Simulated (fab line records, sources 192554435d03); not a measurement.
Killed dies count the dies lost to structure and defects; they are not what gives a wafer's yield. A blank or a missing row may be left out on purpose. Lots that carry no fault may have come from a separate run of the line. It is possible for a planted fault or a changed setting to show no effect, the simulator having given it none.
Chamber matching :: flow n5 finfet :: 4 sister chambers for N5_HKMG_FIN_ALD_75 on ald hk-03
The step deposits Al2O3, target thk 1 nm, co reactant pulse time 1 s. 8 wafers are shown with their chamber, then 8 later ones without.

## EACH WAFER AND ITS CHAMBER
wafer: L075.5
chamber: 1
heater power w (W): 164
precursor pulse height rel: 1.034

wafer: L077.6
chamber: 0
heater power w (W): 151
precursor pulse height rel: 1.030

wafer: L079.1
chamber: 2
heater power w (W): 165
precursor pulse height rel: 1.007

wafer: L082.1
chamber: 1
heater power w (W): 166
precursor pulse height rel: 0.991

wafer: L082.3
chamber: 0
heater power w (W): 148
precursor pulse height rel: 0.966

wafer: L087.4
chamber: 2
heater power w (W): 161
precursor pulse height rel: 1.012

wafer: L087.5
chamber: 3
heater power w (W): 137
precursor pulse height rel: 0.998

wafer: L090.1
chamber: 3
heater power w (W): 136
precursor pulse height rel: 1.007

## WAFERS MISSING THEIR CHAMBER
wafer: L090.2
heater power w (W): 164
precursor pulse height rel: 1.004

wafer: L090.3
heater power w (W): 162
precursor pulse height rel: 1.030

wafer: L091.3
heater power w (W): 148
precursor pulse height rel: 0.995

wafer: L091.4
heater power w (W): 136
precursor pulse height rel: 1.032

wafer: L091.6
heater power w (W): 138
precursor pulse height rel: 1.003

wafer: L092.4
heater power w (W): 134
precursor pulse height rel: 0.991

wafer: L092.5
heater power w (W): 134
precursor pulse height rel: 0.975

wafer: L092.6
heater power w (W): 150
precursor pulse height rel: 0.965

## EACH ONE'S CHAMBER
wafer: L090.2
from the rows above: can't be placed: 2 or 1
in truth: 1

wafer: L090.3
from the rows above: can't be placed: 2 or 1
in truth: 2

wafer: L091.3
from the rows above: 0
in truth: 0

wafer: L091.4
from the rows above: 3
in truth: 3

wafer: L091.6
from the rows above: 3
in truth: 3

wafer: L092.4
from the rows above: 3
in truth: 3

wafer: L092.5
from the rows above: 3
in truth: 3

wafer: L092.6
from the rows above: 0
in truth: 0
Placed correctly: 6 of 8. Unplaceable from these rows: 2, with the true chamber sitting among the candidates in 2. Placed wrongly: 0.
How it was worked out, from the rows above alone: a wafer's distance from a chamber is the root of the sum, over the readings, of the square of ((its reading less the chamber's mean) divided by the reading's scatter). If the next closest chamber is less than 2 further off than the closest, the wafer can't be placed; otherwise it belongs to the closest. The mean given for a chamber averages the wafers shown for that chamber. The scatter is the square root of a quotient: the sum, over the shown wafers, of each reading's squared deviation from its chamber's mean, divided by wafers minus chambers.
